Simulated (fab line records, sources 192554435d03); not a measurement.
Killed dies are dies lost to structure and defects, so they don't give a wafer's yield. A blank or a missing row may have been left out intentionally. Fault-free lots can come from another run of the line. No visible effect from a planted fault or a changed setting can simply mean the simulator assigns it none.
Chamber matching | flow n5_finfet | N5_BEOL_M1_DESCUM_33 on rie_diel-06 has 4 sister chambers
The step chemistry O2, time 7 s. 4 wafers are shown with their chamber, then 9 later ones without.

== WAFERS PAIRED WITH THEIR CHAMBERS ==
wafer  | chamber | showerhead_plenum_p_Torr (Torr)
L079.1 | 3       | 2.05
L081.2 | 1       | 2.11
L081.3 | 2       | 1.96
L081.4 | 0       | 2.09

== WAFERS MISSING THEIR CHAMBER ==
wafer  | showerhead_plenum_p_Torr (Torr)
L083.2 | 2.09
L083.5 | 2.05
L083.6 | 2.09
L093.1 | 2.08
L093.2 | 1.96
L093.3 | 2.11
L093.4 | 2.08
L093.5 | 1.96
L093.6 | 2.11

== CHAMBER TAKEN BY EACH ==
wafer  | from the rows above | in truth
L083.2 | 0                   | 0
L083.5 | 3                   | 3
L083.6 | 0                   | 0
L093.1 | 0                   | 0
L093.2 | 2                   | 2
L093.3 | 1                   | 1
L093.4 | 0                   | 0
L093.5 | 2                   | 2
L093.6 | 1                   | 1
Correct placement for 9 of the 9. Not placeable from these rows: 0. Placed wrongly: 0.
How it was worked out, from the rows above alone: a wafer's distance from a chamber is the root of the sum, over the readings, of the square of ((its reading less the chamber's mean) divided by the reading's scatter). If the next closest chamber is less than 2 further off than the closest, the wafer can't be placed; otherwise it belongs to the closest. For every chamber, the mean is computed from those of its wafers that are shown. The scatter: root of mean squared gap, hidden wafer to nearest shown wafer, with one shown wafer a chamber.
